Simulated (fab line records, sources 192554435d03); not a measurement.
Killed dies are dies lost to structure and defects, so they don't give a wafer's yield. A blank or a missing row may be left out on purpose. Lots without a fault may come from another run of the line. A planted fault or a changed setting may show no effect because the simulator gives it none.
Chamber matching | flow n5_finfet | N5_HKMG_FIN_STRIP_89 on rie_diel-01: 4 sister chambers
The step strips SOC in N2/H2, time 20 s. 16 wafers are shown with their chamber, then 8 later ones without.

WAFERS WITH THEIR CHAMBER
wafer  | chamber | throttle_valve_pct (%) | drypump_motor_current_A (A) | oes_product_au (a.u.)
L074.1 | 3       | 19.40                  | 4.8                         | 0.76
L074.2 | 2       | 19.11                  | 5.7                         | 0.69
L074.5 | 3       | 19.42                  | 4.8                         | 0.76
L076.3 | 0       | 18.37                  | 6.5                         | 0.92
L076.4 | 3       | 19.42                  | 4.8                         | 0.76
L076.6 | 1       | 19.20                  | 5.7                         | 0.70
L081.3 | 0       | 18.39                  | 6.6                         | 0.91
L081.5 | 2       | 19.12                  | 5.7                         | 0.68
L081.6 | 3       | 19.43                  | 4.8                         | 0.74
L085.1 | 3       | 19.44                  | 4.8                         | 0.73
L085.2 | 1       | 19.21                  | 5.7                         | 0.71
L085.3 | 0       | 18.41                  | 6.5                         | 0.88
L085.4 | 0       | 18.40                  | 6.6                         | 0.89
L085.5 | 3       | 19.45                  | 4.8                         | 0.74
L085.6 | 1       | 19.21                  | 5.7                         | 0.70
L088.2 | 1       | 19.23                  | 5.8                         | 0.69

SIGNATURES (means of the wafers above)
reading                 | chamber 0 | chamber 1 | chamber 2 | chamber 3 | scatter within a chamber
throttle_valve_pct      | 18.3925   | 19.2125   | 19.1150   | 19.4267   | 0.0156
drypump_motor_current_A | 6.550     | 5.725     | 5.700     | 4.800     | 0.0382
oes_product_au          | 0.9000    | 0.7000    | 0.6850    | 0.7483    | 0.0133
Rule: a wafer's distance from a chamber is the root of the sum, over the readings, of the square of ((its reading less the chamber's mean) divided by the reading's scatter). The wafer belongs to the nearest chamber; if the next one is less than 2 further off, it can't be placed. The scatter: the root of (the sum of the squares of (reading less its chamber's mean) over the shown wafers, divided by (wafers less chambers)).

WAFERS WITHOUT THEIR CHAMBER
wafer  | throttle_valve_pct (%) | drypump_motor_current_A (A) | oes_product_au (a.u.)
L088.4 | 19.47                  | 4.8                         | 0.73
L088.6 | 19.46                  | 4.8                         | 0.73
L091.1 | 18.73                  | 5.7                         | 0.97
L091.4 | 19.24                  | 5.8                         | 0.70
L091.6 | 19.48                  | 4.8                         | 0.73
L097.1 | 19.25                  | 5.8                         | 0.68
L097.2 | 18.73                  | 5.7                         | 0.93
L097.4 | 19.51                  | 4.8                         | 0.72

WHICH CHAMBER EACH WENT THROUGH
wafer  | from the rows above     | in truth
L088.4 | 3                       | 3
L088.6 | 3                       | 3
L091.1 | can't be placed: 0 or 2 | 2
L091.4 | 1                       | 1
L091.6 | 3                       | 3
L097.1 | 1                       | 1
L097.2 | can't be placed: 2 or 0 | 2
L097.4 | 3                       | 3
Placed correctly: 6 of 8. Can't be placed from these rows: 2 (the true chamber is among the candidates in 2). Placed wrongly: 0.
